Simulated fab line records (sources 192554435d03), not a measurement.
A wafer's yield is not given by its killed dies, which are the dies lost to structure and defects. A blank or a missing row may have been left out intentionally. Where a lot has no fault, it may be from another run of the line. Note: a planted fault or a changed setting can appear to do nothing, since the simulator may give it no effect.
Matching of chambers || flow n5-finfet || N5_BEOL_M0_SAQP_PECVD_96 on pecvd-04 has 3 sister chambers
The step deposits a-Si from SiH4/He, target thk 45 nm, time 45.2 s. 3 wafers are shown with their chamber, then 8 later ones without.

WAFERS WITH THEIR CHAMBER
{"wafer": "L700.1", "chamber": 2, "showerhead-plenum-p-Torr (Torr)": 5.67}
{"wafer": "L703.5", "chamber": 0, "showerhead-plenum-p-Torr (Torr)": 5.47}
{"wafer": "L710.1", "chamber": 1, "showerhead-plenum-p-Torr (Torr)": 5.67}

WAFERS MISSING THEIR CHAMBER
{"wafer": "L710.4", "showerhead-plenum-p-Torr (Torr)": 5.49}
{"wafer": "L710.5", "showerhead-plenum-p-Torr (Torr)": 5.49}
{"wafer": "L711.1", "showerhead-plenum-p-Torr (Torr)": 5.48}
{"wafer": "L711.4", "showerhead-plenum-p-Torr (Torr)": 5.49}
{"wafer": "L711.5", "showerhead-plenum-p-Torr (Torr)": 5.66}
{"wafer": "L713.1", "showerhead-plenum-p-Torr (Torr)": 5.68}
{"wafer": "L713.4", "showerhead-plenum-p-Torr (Torr)": 5.49}
{"wafer": "L713.6", "showerhead-plenum-p-Torr (Torr)": 5.49}

WHICH CHAMBER EACH ONE RAN IN
{"wafer": "L710.4", "from the rows above": 0, "in truth": 0}
{"wafer": "L710.5", "from the rows above": 0, "in truth": 0}
{"wafer": "L711.1", "from the rows above": 0, "in truth": 0}
{"wafer": "L711.4", "from the rows above": 0, "in truth": 0}
{"wafer": "L711.5", "from the rows above": "can't be placed: 1 or 2", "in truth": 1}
{"wafer": "L713.1", "from the rows above": "can't be placed: 1 or 2", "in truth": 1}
{"wafer": "L713.4", "from the rows above": 0, "in truth": 0}
{"wafer": "L713.6", "from the rows above": 0, "in truth": 0}
6 of 8 placed correctly. These rows do not allow placing 2 (true chamber among the candidates in 2). Wrongly placed: 0.
How it was worked out, from the rows above alone: a wafer's distance from a chamber is the root of the sum, over the readings, of the square of ((its reading less the chamber's mean) divided by the reading's scatter). If the next closest chamber is less than 2 further off than the closest, the wafer can't be placed; otherwise it belongs to the closest. A chamber's mean is the mean of its shown wafers. The scatter: with one shown wafer a chamber, the root of the mean of the squares of how far each hidden wafer lies from its nearest shown one.
